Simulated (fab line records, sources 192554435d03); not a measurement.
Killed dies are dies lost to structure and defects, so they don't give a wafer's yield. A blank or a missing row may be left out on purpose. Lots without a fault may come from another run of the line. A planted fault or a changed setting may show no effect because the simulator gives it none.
Chamber matching | flow n5_finfet | N5_BEOL_M6_ALD_77 on ald_metal-01: 4 sister chambers
The step deposits TaN, target thk 2 nm, pulse time 2 s, purge time 3 s. 4 wafers are shown with their chamber, then 7 later ones without.

WAFERS WITH THEIR CHAMBER
wafer  | chamber | heater_power_w (W)
L082.2 | 2       | 467
L082.6 | 0       | 415
L090.1 | 3       | 455
L090.3 | 1       | 346

WAFERS WITHOUT THEIR CHAMBER
wafer  | heater_power_w (W)
L090.5 | 340
L092.1 | 445
L092.2 | 351
L092.5 | 458
L095.1 | 453
L095.3 | 470
L095.4 | 356

WHICH CHAMBER EACH WENT THROUGH
wafer  | from the rows above     | in truth
L090.5 | 1                       | 1
L092.1 | can't be placed: 3 or 2 | 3
L092.2 | 1                       | 1
L092.5 | can't be placed: 3 or 2 | 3
L095.1 | can't be placed: 3 or 2 | 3
L095.3 | can't be placed: 2 or 3 | 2
L095.4 | 1                       | 1
Placed correctly: 3 of 7. Can't be placed from these rows: 4 (the true chamber is among the candidates in 4). Placed wrongly: 0.
How it was worked out, from the rows above alone: a wafer's distance from a chamber is the root of the sum, over the readings, of the square of ((its reading less the chamber's mean) divided by the reading's scatter). The wafer belongs to the nearest chamber; if the next one is less than 2 further off, it can't be placed. A chamber's mean is the mean of its shown wafers. The scatter: with one shown wafer a chamber, the root of the mean of the squares of how far each hidden wafer lies from its nearest shown one.
